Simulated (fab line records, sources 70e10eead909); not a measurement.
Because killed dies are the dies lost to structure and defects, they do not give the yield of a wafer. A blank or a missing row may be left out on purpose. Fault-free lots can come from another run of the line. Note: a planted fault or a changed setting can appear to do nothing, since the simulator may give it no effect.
Matching of chambers / flow nand harc / 4 sister chambers for NHARC_P_GATE_DESCUM_93 on rie diel-13
The step chemistry O2, time 3 s. 36 wafers are shown with their chamber, then 12 later ones without.

## WAFERS WITH THEIR CHAMBER
wafer=L076.1; chamber=1; drypump motor current A (A)=5.2; showerhead plenum p Torr (Torr)=1.96; oes product au (a.u.)=0.996
wafer=L076.3; chamber=3; drypump motor current A (A)=6.2; showerhead plenum p Torr (Torr)=2.00; oes product au (a.u.)=0.975
wafer=L076.6; chamber=2; drypump motor current A (A)=6.1; showerhead plenum p Torr (Torr)=1.83; oes product au (a.u.)=0.999
wafer=L077.3; chamber=2; drypump motor current A (A)=6.0; showerhead plenum p Torr (Torr)=1.83; oes product au (a.u.)=1.004
wafer=L077.5; chamber=2; drypump motor current A (A)=6.0; showerhead plenum p Torr (Torr)=1.83; oes product au (a.u.)=1.005
wafer=L077.6; chamber=1; drypump motor current A (A)=5.2; showerhead plenum p Torr (Torr)=1.96; oes product au (a.u.)=0.998
wafer=L078.1; chamber=0; drypump motor current A (A)=5.6; showerhead plenum p Torr (Torr)=1.93; oes product au (a.u.)=0.998
wafer=L078.3; chamber=2; drypump motor current A (A)=6.1; showerhead plenum p Torr (Torr)=1.83; oes product au (a.u.)=0.992
wafer=L078.5; chamber=2; drypump motor current A (A)=6.0; showerhead plenum p Torr (Torr)=1.83; oes product au (a.u.)=1.003
wafer=L079.2; chamber=1; drypump motor current A (A)=5.2; showerhead plenum p Torr (Torr)=1.96; oes product au (a.u.)=1.001
wafer=L079.3; chamber=2; drypump motor current A (A)=6.0; showerhead plenum p Torr (Torr)=1.83; oes product au (a.u.)=1.003
wafer=L079.4; chamber=3; drypump motor current A (A)=6.2; showerhead plenum p Torr (Torr)=2.00; oes product au (a.u.)=0.989
wafer=L082.3; chamber=0; drypump motor current A (A)=5.6; showerhead plenum p Torr (Torr)=1.93; oes product au (a.u.)=0.996
wafer=L082.5; chamber=0; drypump motor current A (A)=5.6; showerhead plenum p Torr (Torr)=1.93; oes product au (a.u.)=1.001
wafer=L082.6; chamber=3; drypump motor current A (A)=6.2; showerhead plenum p Torr (Torr)=2.00; oes product au (a.u.)=0.985
wafer=L081.4; chamber=1; drypump motor current A (A)=5.2; showerhead plenum p Torr (Torr)=1.96; oes product au (a.u.)=0.986
wafer=L081.5; chamber=0; drypump motor current A (A)=5.6; showerhead plenum p Torr (Torr)=1.92; oes product au (a.u.)=1.001
wafer=L081.6; chamber=3; drypump motor current A (A)=6.2; showerhead plenum p Torr (Torr)=2.00; oes product au (a.u.)=0.986
wafer=L084.1; chamber=0; drypump motor current A (A)=5.6; showerhead plenum p Torr (Torr)=1.92; oes product au (a.u.)=0.998
wafer=L084.3; chamber=2; drypump motor current A (A)=6.0; showerhead plenum p Torr (Torr)=1.82; oes product au (a.u.)=1.003
wafer=L084.6; chamber=3; drypump motor current A (A)=6.2; showerhead plenum p Torr (Torr)=2.00; oes product au (a.u.)=0.982
wafer=L085.3; chamber=0; drypump motor current A (A)=5.6; showerhead plenum p Torr (Torr)=1.92; oes product au (a.u.)=0.996
wafer=L085.4; chamber=2; drypump motor current A (A)=6.0; showerhead plenum p Torr (Torr)=1.82; oes product au (a.u.)=0.996
wafer=L085.6; chamber=0; drypump motor current A (A)=5.5; showerhead plenum p Torr (Torr)=1.92; oes product au (a.u.)=0.994
wafer=L086.2; chamber=2; drypump motor current A (A)=6.0; showerhead plenum p Torr (Torr)=1.82; oes product au (a.u.)=0.996
wafer=L086.3; chamber=0; drypump motor current A (A)=5.6; showerhead plenum p Torr (Torr)=1.92; oes product au (a.u.)=0.997
wafer=L086.4; chamber=1; drypump motor current A (A)=5.2; showerhead plenum p Torr (Torr)=1.96; oes product au (a.u.)=0.997
wafer=L087.1; chamber=2; drypump motor current A (A)=6.1; showerhead plenum p Torr (Torr)=1.82; oes product au (a.u.)=1.000
wafer=L087.3; chamber=0; drypump motor current A (A)=5.6; showerhead plenum p Torr (Torr)=1.92; oes product au (a.u.)=0.995
wafer=L087.5; chamber=1; drypump motor current A (A)=5.2; showerhead plenum p Torr (Torr)=1.96; oes product au (a.u.)=0.996
wafer=L088.1; chamber=0; drypump motor current A (A)=5.6; showerhead plenum p Torr (Torr)=1.92; oes product au (a.u.)=1.007
wafer=L088.2; chamber=1; drypump motor current A (A)=5.2; showerhead plenum p Torr (Torr)=1.96; oes product au (a.u.)=0.991
wafer=L088.6; chamber=2; drypump motor current A (A)=6.0; showerhead plenum p Torr (Torr)=1.82; oes product au (a.u.)=1.012
wafer=L090.1; chamber=0; drypump motor current A (A)=5.6; showerhead plenum p Torr (Torr)=1.92; oes product au (a.u.)=0.988
wafer=L090.3; chamber=3; drypump motor current A (A)=6.2; showerhead plenum p Torr (Torr)=1.99; oes product au (a.u.)=0.984
wafer=L090.6; chamber=3; drypump motor current A (A)=6.2; showerhead plenum p Torr (Torr)=1.99; oes product au (a.u.)=0.978

SIGNATURES (averages over the wafers above)
reading=drypump motor current A; chamber 0=5.591; chamber 1=5.200; chamber 2=6.027; chamber 3=6.200; scatter within a chamber=0.0311
reading=showerhead plenum p Torr; chamber 0=1.9227; chamber 1=1.9600; chamber 2=1.8255; chamber 3=1.9971; scatter within a chamber=0.00445
reading=oes product au; chamber 0=0.99736; chamber 1=0.99500; chamber 2=1.00118; chamber 3=0.98271; scatter within a chamber=0.00503
Rule: a wafer's distance from a chamber is the root of the sum, over the readings, of the square of ((its reading less the chamber's mean) divided by the reading's scatter). If the next closest chamber is less than 2 further off than the closest, the wafer can't be placed; otherwise it belongs to the closest. The scatter: take each reading less its chamber's mean, square it, sum over the shown wafers, divide by the number of wafers less the number of chambers, and take the root.

## WAFERS WITHOUT THEIR CHAMBER
wafer=L091.3; drypump motor current A (A)=6.2; showerhead plenum p Torr (Torr)=1.99; oes product au (a.u.)=0.989
wafer=L091.4; drypump motor current A (A)=5.6; showerhead plenum p Torr (Torr)=1.92; oes product au (a.u.)=0.992
wafer=L091.5; drypump motor current A (A)=5.2; showerhead plenum p Torr (Torr)=1.95; oes product au (a.u.)=0.994
wafer=L094.1; drypump motor current A (A)=5.5; showerhead plenum p Torr (Torr)=1.92; oes product au (a.u.)=0.986
wafer=L094.4; drypump motor current A (A)=5.2; showerhead plenum p Torr (Torr)=1.95; oes product au (a.u.)=1.004
wafer=L094.6; drypump motor current A (A)=5.5; showerhead plenum p Torr (Torr)=1.92; oes product au (a.u.)=0.985
wafer=L095.1; drypump motor current A (A)=6.0; showerhead plenum p Torr (Torr)=1.82; oes product au (a.u.)=0.991
wafer=L095.2; drypump motor current A (A)=5.2; showerhead plenum p Torr (Torr)=1.95; oes product au (a.u.)=0.993
wafer=L095.4; drypump motor current A (A)=5.2; showerhead plenum p Torr (Torr)=1.95; oes product au (a.u.)=1.002
wafer=L097.1; drypump motor current A (A)=5.6; showerhead plenum p Torr (Torr)=1.92; oes product au (a.u.)=0.983
wafer=L097.2; drypump motor current A (A)=6.2; showerhead plenum p Torr (Torr)=1.99; oes product au (a.u.)=0.992
wafer=L097.6; drypump motor current A (A)=6.0; showerhead plenum p Torr (Torr)=1.82; oes product au (a.u.)=1.009

## THE CHAMBER EACH PASSED THROUGH
wafer=L091.3; from the rows above=3; in truth=3
wafer=L091.4; from the rows above=0; in truth=0
wafer=L091.5; from the rows above=1; in truth=1
wafer=L094.1; from the rows above=0; in truth=0
wafer=L094.4; from the rows above=1; in truth=1
wafer=L094.6; from the rows above=0; in truth=0
wafer=L095.1; from the rows above=2; in truth=2
wafer=L095.2; from the rows above=1; in truth=1
wafer=L095.4; from the rows above=1; in truth=1
wafer=L097.1; from the rows above=0; in truth=0
wafer=L097.2; from the rows above=3; in truth=3
wafer=L097.6; from the rows above=2; in truth=2
Correct placement for 12 of the 12. Not placeable from these rows: 0. Number placed wrongly: 0.
